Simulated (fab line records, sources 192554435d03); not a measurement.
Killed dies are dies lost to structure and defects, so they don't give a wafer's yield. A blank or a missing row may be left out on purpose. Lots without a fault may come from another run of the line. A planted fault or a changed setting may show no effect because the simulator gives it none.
Chamber matching | flow n5_finfet | N5_MIM_TOP_ALD_00 on ald_hk-01: 4 sister chambers
The step deposits Al2O3, purge time 3 s, co reactant pulse time 3 s. 4 wafers are shown with their chamber, then 8 later ones without.

WAFERS WITH THEIR CHAMBER
wafer  | chamber | precursor_pulse_height_rel
L111.3 | 3       | 0.979
L113.4 | 2       | 1.035
L113.5 | 1       | 1.001
L114.2 | 0       | 1.005

WAFERS WITHOUT THEIR CHAMBER
wafer  | precursor_pulse_height_rel
L114.3 | 0.995
L114.4 | 1.042
L109.3 | 0.992
L109.4 | 0.979
L109.5 | 0.992
L120.3 | 1.040
L120.4 | 0.986
L120.6 | 1.004

WHICH CHAMBER EACH WENT THROUGH
wafer  | from the rows above          | in truth
L114.3 | can't be placed: 1 or 0 or 3 | 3
L114.4 | 2                            | 2
L109.3 | can't be placed: 1 or 0 or 3 | 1
L109.4 | 3                            | 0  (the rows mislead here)
L109.5 | can't be placed: 1 or 0 or 3 | 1
L120.3 | 2                            | 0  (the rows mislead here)
L120.4 | can't be placed: 3 or 1 or 0 | 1
L120.6 | can't be placed: 0 or 1      | 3
Placed correctly: 1 of 8. Can't be placed from these rows: 5 (the true chamber is among the candidates in 4). Placed wrongly: 2.
How it was worked out, from the rows above alone: a wafer's distance from a chamber is the root of the sum, over the readings, of the square of ((its reading less the chamber's mean) divided by the reading's scatter). The wafer belongs to the nearest chamber; if the next one is less than 2 further off, it can't be placed. A chamber's mean is the mean of its shown wafers. The scatter: with one shown wafer a chamber, the root of the mean of the squares of how far each hidden wafer lies from its nearest shown one.
